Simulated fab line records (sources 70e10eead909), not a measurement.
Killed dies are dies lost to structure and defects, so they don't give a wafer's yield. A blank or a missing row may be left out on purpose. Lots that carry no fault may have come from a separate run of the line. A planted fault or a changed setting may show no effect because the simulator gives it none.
Which of the tools did it? -- flow nand-harc -- Sampling: 14 lots, 40 wafers, 6 of 1302 route steps

== WHAT THE GAUGES READ, wafer by wafer ==
NHARC_A_DECK1_JOINT_THK_MEAS_14: measures by ellipsometry.
lot,measured,on,thk-nm (nm)
L180,day 10 17:51,film-metro-01,52.6 53.8 49.8
L181,day 12 04:40,film-metro-01,51.1 52.5 50.4
L182,day 12 10:48,film-metro-01,52.3 52.5 54.0
L183,day 13 06:01,film-metro-02,51.5 51.0 49.6
L184,day 13 06:10,film-metro-02,50.4 48.8 47.1
L186,day 13 13:42,film-metro-02,49.3 50.3 48.6
L189,day 15 04:35,film-metro-02,51.2 53.3
L191,day 16 03:17,film-metro-01,49.2 52.5
L192,day 16 11:40,film-metro-01,49.2 49.5 48.3
L198,day 18 16:53,film-metro-02,50.0 50.6 51.3
L200,day 19 11:32,film-metro-02,50.0 54.1 51.1
L201,day 20 01:32,film-metro-02,47.5 48.4 50.1
L202,day 20 08:58,film-metro-02,52.9 51.5 51.8
L203,day 21 04:16,film-metro-02,51.5 49.9 48.1

NHARC_A_ONON_D2_THK_MEAS_11: measures by ellipsometry.
lot,measured,on,thk-nm (nm)
L180,day 11 23:54,film-metro-01,1000 1003 1003
L181,day 13 04:47,film-metro-01,1004 1003 1004
L182,day 13 12:34,film-metro-02,997 996 995
L183,day 14 15:11,film-metro-01,990 993 991
L184,day 14 15:10,film-metro-01,1008 1009 1009
L186,day 14 18:48,film-metro-01,998 997 996
L189,day 16 06:09,film-metro-01,542 1015
L191,day 17 04:23,film-metro-02,530 530
L192,day 17 20:31,film-metro-01,997 522 994
L198,day 19 21:56,film-metro-01,1010 1008 1009
L200,day 20 13:53,film-metro-01,997 997 997
L201,day 21 02:31,film-metro-01,987 987 987
L202,day 21 10:04,film-metro-01,1009 1007 1009
L203,day 22 13:29,film-metro-01,1017 1019 1019

NHARC_END_SORT_01.
lot,measured,on,killed-at-array,killed-at-other,killed-at-periphery,killed-dies,killed-open,killed-short
L189,day 28 06:56,prober-01,672 56,0 0,5 2,677 58,3 4,0 2
L191,day 29 17:35,prober-01,669 674,1 0,7 3,677 677,2 2,1 1
L192,day 29 16:46,prober-02,55 675 67,0 0 1,2 2 2,57 677 70,3 0 3,2 1 1

== EACH LOT AND THE TOOL THAT RAN IT (in order: tool; ch and the chambers of the sampled wafers; start) ==
lot,NHARC_A_DECK1_JOINT_CMP_02,NHARC_A_ONON_D2_DEP_09,NHARC_A_ONON_D2_DEP_33
L180,"cmp-04 ch 0,3, day 11 20:50","pecvd-onon-01 ch 0, day 11 23:23","pecvd-01 ch 1,2, day 12 10:53"
L181,"cmp-03 ch 0,1,3, day 13 01:49","pecvd-onon-01 ch 0, day 13 04:20","pecvd-02 ch 1,2, day 13 18:49"
L182,"cmp-03 ch 0,2,3, day 13 09:36","pecvd-onon-01 ch 0, day 13 12:04","pecvd-04 ch 0,1,2, day 14 00:11"
L183,"cmp-04 ch 1,2, day 14 12:11","pecvd-onon-01 ch 0, day 14 14:40","pecvd-02 ch 0,1, day 15 05:09"
L184,"cmp-03 ch 0,1,3, day 14 12:14","pecvd-onon-03 ch 0, day 14 14:43","pecvd-01 ch 0,1, day 15 05:18"
L186,"cmp-03 ch 0,1,2, day 14 15:52","pecvd-onon-02 ch 0, day 14 18:17","pecvd-04 ch 1,2, day 15 05:04"
L189,"cmp-01 ch 0,1, day 16 03:11","pecvd-onon-03 ch 0, day 16 05:45","pecvd-02 ch 1,2, day 16 17:47"
L191,"cmp-01 ch 0,2, day 17 01:25","pecvd-onon-03 ch 0, day 17 03:56","pecvd-01 ch 0,2, day 17 15:16"
L192,"cmp-01 ch 0,1,2, day 17 17:32","pecvd-onon-03 ch 0, day 17 20:00","pecvd-04 ch 0,2, day 18 06:46"
L198,"cmp-01 ch 1,2, day 19 18:44","pecvd-onon-02 ch 0, day 19 21:36","pecvd-01 ch 0,1,2, day 20 08:22"
L200,"cmp-01 ch 1,2, day 20 10:54","pecvd-onon-03 ch 0, day 20 13:23","pecvd-04 ch 0,1,2, day 21 00:14"
L201,"cmp-03 ch 1,2,3, day 20 23:34","pecvd-onon-03 ch 0, day 21 02:01","pecvd-04 ch 0,2, day 21 15:54"
L202,"cmp-01 ch 0,1,3, day 21 07:08","pecvd-onon-03 ch 0, day 21 09:33","pecvd-02 ch 0,1,2, day 21 20:48"
L203,"cmp-04 ch 1,2,3, day 22 10:31","pecvd-onon-03 ch 0, day 22 12:58","pecvd-02 ch 1,2, day 22 23:45"
- NHARC_A_DECK1_JOINT_CMP_02: polishes SiOx.
- NHARC_A_ONON_D2_DEP_09: target thk 1000 nm.
- NHARC_A_ONON_D2_DEP_33: deposits SiO2, target thk 200 nm.

== AS READ BY THE TOOLS THEMSELVES (means over the sampled wafers that have a number; for cases with no such wafer, the mark the record gives instead) ==
NHARC_A_DECK1_JOINT_CMP_02.
lot,tool,edge-zone-pressure-frac,motor-current-A (A)
L180,cmp-04,1.004,11.0
L181,cmp-03,1.007,13.2
L182,cmp-03,0.997,12.2
L183,cmp-04,0.998,14.3
L184,cmp-03,0.996,13.5
L186,cmp-03,1.000,12.8
L189,cmp-01,1.003,12.2
L191,cmp-01,0.996,12.1
L192,cmp-01,1.005,12.3
L198,cmp-01,1.002,13.0
L200,cmp-01,1.003,13.3
L201,cmp-03,0.997,12.2
L202,cmp-01,1.001,11.8
L203,cmp-04,0.999,13.2

NHARC_A_ONON_D2_DEP_33.
lot,tool,heater-power-outer-w (W),heater-power-w (W),rf-fwd-power-W (W),throttle-valve-pct (%)
L180,pecvd-01,360,662,898.4,16.2
L181,pecvd-02,257,510,897.8,15.5
L182,pecvd-04,333,545,899.2,15.9
L183,pecvd-02,196,407,897.4,16.0
L184,pecvd-01,260,474,895.1,15.7
L186,pecvd-04,279,462,899.0,16.0
L189,pecvd-02,291,574,898.5,15.3
L191,pecvd-01,298,550,897.9,16.1
L192,pecvd-04,335,580,897.2,16.2
L198,pecvd-01,364,647,897.4,16.0
L200,pecvd-04,286,495,898.9,15.6
L201,pecvd-04,310,537,899.6,16.0
L202,pecvd-02,263,504,897.7,16.0
L203,pecvd-02,329,620,898.2,15.6

== THE ANSWER, worked out from the rows above alone ==
Rule: the usual values come from the lots themselves. The widest of any qualifying gaps counts: lots, ordered by their means at a reading, are off when they make up no more than a third of the lots, leave a main group of 4 or more, and stand apart from it by 3 or more times the standard deviation of that group's means. Not used: any main group whose means are identical at the precision the tables above print for the reading. A lot without any number at a reading at which 4 lots or more have one is off too. All remaining lots with rows at the step are treated as sound. Order of review: gauges by route order, followed by the tools' own readings, for which a lot's mean as printed above is used. At the first step where some lot is off, the reading lying furthest off is the one used; lots without a number count as furthest.
Off: L189, L191, L192, at NHARC_A_ONON_D2_THK_MEAS_11 (thk-nm). Main group: mean 1002 nm, sd 8.7.
A tool fits if, at a process step before that reading, it ran every lot that is off, and no sound lot after the first of them. The gauges at NHARC_A_ONON_D2_THK_MEAS_11 are tried like those tools. None of those tried fits.

== WHAT WAS PUT IN BY THE SIMULATOR ==
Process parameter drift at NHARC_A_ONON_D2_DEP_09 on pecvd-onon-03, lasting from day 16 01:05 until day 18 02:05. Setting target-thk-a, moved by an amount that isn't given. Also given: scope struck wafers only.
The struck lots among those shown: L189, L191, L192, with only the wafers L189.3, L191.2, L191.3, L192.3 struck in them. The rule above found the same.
